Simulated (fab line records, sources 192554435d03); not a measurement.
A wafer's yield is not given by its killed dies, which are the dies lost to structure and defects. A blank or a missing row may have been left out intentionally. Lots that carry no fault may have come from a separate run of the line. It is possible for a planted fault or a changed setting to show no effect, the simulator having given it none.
Matching of chambers + flow n5_finfet + pecvd-03 running N5_BEOL_M9_PECVD_70: 3 sister chambers
The step deposits SiO2 from TEOS/O2, target thk 20 nm, time 22.7 s. 3 wafers are shown with their chamber, then 11 later ones without.

WAFERS, EACH WITH ITS CHAMBER
| wafer  | chamber | throttle_valve_pct (%) |
|--------|---------|------------------------|
| L090.5 | 1       | 20.7                   |
| L088.5 | 0       | 22.1                   |
| L089.1 | 2       | 22.7                   |

WAFERS WHOSE CHAMBER IS MISSING
| wafer  | throttle_valve_pct (%) |
|--------|------------------------|
| L089.5 | 20.3                   |
| L089.6 | 22.8                   |
| L091.1 | 20.5                   |
| L091.2 | 21.8                   |
| L091.6 | 22.6                   |
| L095.2 | 22.3                   |
| L095.3 | 22.5                   |
| L095.5 | 22.9                   |
| L097.1 | 22.2                   |
| L097.3 | 20.5                   |
| L097.5 | 21.8                   |

WHICH CHAMBER EACH WENT THROUGH
| wafer  | from the rows above     | in truth |
|--------|-------------------------|----------|
| L089.5 | 1                       | 1        |
| L089.6 | 2                       | 2        |
| L091.1 | 1                       | 1        |
| L091.2 | 0                       | 0        |
| L091.6 | can't be placed: 2 or 0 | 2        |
| L095.2 | can't be placed: 0 or 2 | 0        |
| L095.3 | can't be placed: 2 or 0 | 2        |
| L095.5 | 2                       | 2        |
| L097.1 | can't be placed: 0 or 2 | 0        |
| L097.3 | 1                       | 1        |
| L097.5 | 0                       | 0        |
Correct placement for 7 of the 11. Cannot be placed on the basis of these rows: 4; the candidates contain the true chamber in 4. 0 placed wrongly.
How it was worked out, from the rows above alone: a wafer's distance from a chamber is the root of the sum, over the readings, of the square of ((its reading less the chamber's mean) divided by the reading's scatter). The wafer belongs to the nearest chamber; if the next one is less than 2 further off, it can't be placed. For every chamber, the mean is computed from those of its wafers that are shown. The scatter: with one shown wafer a chamber, the root of the mean of the squares of how far each hidden wafer lies from its nearest shown one.
